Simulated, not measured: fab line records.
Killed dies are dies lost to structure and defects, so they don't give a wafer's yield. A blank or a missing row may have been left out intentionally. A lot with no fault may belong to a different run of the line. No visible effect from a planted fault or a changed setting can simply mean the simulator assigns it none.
Matching of chambers | flow nandHarc | NHARC_A_STAIRCASE_TRIM_196 on rieDiel-05 has 4 sister chambers
The step chemistry O2, time 211.2 s. 8 wafers are shown with their chamber, then 12 later ones without.

## WAFERS, EACH WITH ITS CHAMBER
wafer  | chamber | drypumpMotorCurrentA (A) | showerheadPlenumPTorr (Torr)
L084.3 | 1       | 6.2                      | 3.65
L089.3 | 2       | 5.9                      | 3.42
L089.6 | 3       | 5.2                      | 3.54
L090.5 | 0       | 6.7                      | 3.28
L090.6 | 1       | 6.2                      | 3.64
L091.1 | 0       | 6.8                      | 3.27
L091.3 | 3       | 5.2                      | 3.53
L091.5 | 2       | 5.8                      | 3.42

## WAFERS WHOSE CHAMBER IS MISSING
wafer  | drypumpMotorCurrentA (A) | showerheadPlenumPTorr (Torr)
L095.1 | 5.2                      | 3.53
L095.2 | 6.7                      | 3.27
L095.3 | 6.2                      | 3.63
L095.4 | 6.2                      | 3.63
L095.5 | 5.2                      | 3.53
L095.6 | 6.7                      | 3.27
L094.2 | 5.2                      | 3.53
L094.4 | 6.7                      | 3.27
L094.5 | 6.2                      | 3.63
L097.1 | 5.8                      | 3.40
L097.2 | 5.2                      | 3.52
L097.5 | 5.8                      | 3.40

## THE CHAMBER EACH PASSED THROUGH
wafer  | from the rows above | in truth
L095.1 | 3                   | 3
L095.2 | 0                   | 0
L095.3 | 1                   | 1
L095.4 | 1                   | 1
L095.5 | 3                   | 3
L095.6 | 0                   | 0
L094.2 | 3                   | 3
L094.4 | 0                   | 0
L094.5 | 1                   | 1
L097.1 | 2                   | 2
L097.2 | 3                   | 3
L097.5 | 2                   | 2
12 of 12 placed correctly. Left unplaced by these rows: 0. Wrongly placed: 0.
How it was worked out, from the rows above alone: a wafer's distance from a chamber is the root of the sum, over the readings, of the square of ((its reading less the chamber's mean) divided by the reading's scatter). If the next closest chamber is less than 2 further off than the closest, the wafer can't be placed; otherwise it belongs to the closest. The mean given for a chamber averages the wafers shown for that chamber. The scatter: take each reading less its chamber's mean, square it, sum over the shown wafers, divide by the number of wafers less the number of chambers, and take the root.
